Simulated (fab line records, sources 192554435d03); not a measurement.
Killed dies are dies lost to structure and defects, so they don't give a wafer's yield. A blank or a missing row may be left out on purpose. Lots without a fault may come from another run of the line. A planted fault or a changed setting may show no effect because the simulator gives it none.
Chamber matching | flow n5_finfet | N5_BEOL_M8_ETCH_72 on rie_diel-05: 4 sister chambers
The step etches underlayer in N2/H2, target depth 6.5 nm, time 5.2 s. 8 wafers are shown with their chamber, then 8 later ones without.

WAFERS WITH THEIR CHAMBER
wafer  | chamber | showerhead_plenum_p_Torr (Torr) | drypump_motor_current_A (A)
L079.6 | 3       | 2.49                            | 5.7
L080.1 | 3       | 2.49                            | 5.7
L080.2 | 1       | 2.50                            | 5.4
L080.4 | 0       | 2.70                            | 5.5
L084.3 | 2       | 2.61                            | 5.8
L084.5 | 1       | 2.50                            | 5.4
L084.6 | 2       | 2.61                            | 5.8
L086.1 | 0       | 2.69                            | 5.6

WAFERS WITHOUT THEIR CHAMBER
wafer  | showerhead_plenum_p_Torr (Torr) | drypump_motor_current_A (A)
L086.2 | 2.61                            | 5.8
L086.3 | 2.48                            | 5.7
L091.2 | 2.60                            | 5.8
L091.3 | 2.69                            | 5.6
L091.6 | 2.49                            | 5.4
L095.2 | 2.60                            | 5.8
L095.3 | 2.49                            | 5.4
L095.4 | 2.68                            | 5.6

WHICH CHAMBER EACH WENT THROUGH
wafer  | from the rows above | in truth
L086.2 | 2                   | 2
L086.3 | 3                   | 3
L091.2 | 2                   | 2
L091.3 | 0                   | 0
L091.6 | 1                   | 1
L095.2 | 2                   | 2
L095.3 | 1                   | 1
L095.4 | 0                   | 0
Placed correctly: 8 of 8. Can't be placed from these rows: 0. Placed wrongly: 0.
How it was worked out, from the rows above alone: a wafer's distance from a chamber is the root of the sum, over the readings, of the square of ((its reading less the chamber's mean) divided by the reading's scatter). The wafer belongs to the nearest chamber; if the next one is less than 2 further off, it can't be placed. A chamber's mean is the mean of its shown wafers. The scatter: the root of (the sum of the squares of (reading less its chamber's mean) over the shown wafers, divided by (wafers less chambers)).
